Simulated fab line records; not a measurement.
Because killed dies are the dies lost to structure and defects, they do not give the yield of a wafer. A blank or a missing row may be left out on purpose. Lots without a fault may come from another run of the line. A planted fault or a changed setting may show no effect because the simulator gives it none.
Matching of chambers | flow nandHarc | NHARC_A_CHANNEL_FILL_D2_ALD_25 on aldHk-04: 4 sister chambers
The step deposits SiOx, target thk 60 nm, pulse time 10 s, ald cycles 600. 20 wafers are shown with their chamber, then 10 later ones without.

== WAFERS, EACH WITH ITS CHAMBER ==
wafer  | chamber | heaterPowerW (W) | precursorPulseHeightRel
L076.4 | 2       | 528              | 1.003
L076.1 | 1       | 483              | 0.962
L076.6 | 2       | 515              | 1.019
L079.2 | 0       | 548              | 0.983
L079.3 | 1       | 483              | 0.974
L079.6 | 3       | 408              | 0.996
L080.1 | 1       | 501              | 1.010
L080.4 | 2       | 508              | 1.012
L080.6 | 1       | 483              | 1.025
L083.2 | 3       | 426              | 1.028
L083.3 | 0       | 539              | 0.980
L083.5 | 0       | 549              | 1.015
L090.3 | 1       | 471              | 0.972
L090.4 | 3       | 425              | 1.011
L090.5 | 0       | 538              | 1.057
L092.1 | 3       | 436              | 0.982
L092.4 | 2       | 512              | 1.010
L092.5 | 2       | 500              | 1.018
L093.1 | 2       | 512              | 0.998
L093.5 | 0       | 542              | 1.018

SIGNATURES (means of the wafers above)
reading                 | chamber 0 | chamber 1 | chamber 2 | chamber 3 | scatter within a chamber
heaterPowerW            | 543.20    | 484.20    | 512.50    | 423.75    | 9.33
precursorPulseHeightRel | 1.01060   | 0.98860   | 1.01000   | 1.00425   | 0.0229
Rule: a wafer lies at a distance from a chamber equal to the root of the sum of squares, over the readings, of (its reading less the chamber's mean, divided by the reading's scatter). The wafer belongs to the nearest chamber; if the next one is less than 2 further off, it can't be placed. The scatter is the square root of a quotient: the sum, over the shown wafers, of each reading's squared deviation from its chamber's mean, divided by wafers minus chambers.

== WAFERS WITH NO CHAMBER GIVEN ==
wafer  | heaterPowerW (W) | precursorPulseHeightRel
L093.6 | 471              | 1.001
L094.2 | 460              | 1.019
L094.3 | 556              | 1.011
L094.5 | 507              | 0.972
L096.1 | 511              | 1.025
L096.3 | 432              | 0.998
L096.5 | 564              | 1.006
L097.2 | 486              | 1.008
L097.4 | 429              | 0.992
L097.6 | 504              | 1.001

== WHICH CHAMBER EACH WENT THROUGH ==
wafer  | from the rows above     | in truth
L093.6 | 1                       | 1
L094.2 | can't be placed: 1 or 3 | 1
L094.3 | 0                       | 0
L094.5 | can't be placed: 2 or 1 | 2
L096.1 | 2                       | 2
L096.3 | 3                       | 3
L096.5 | 0                       | 0
L097.2 | can't be placed: 1 or 2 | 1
L097.4 | 3                       | 3
L097.6 | can't be placed: 2 or 1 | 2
Correctly placed: 6 of 10. Can't be placed from these rows: 4 (the true chamber is among the candidates in 4). 0 placed wrongly.
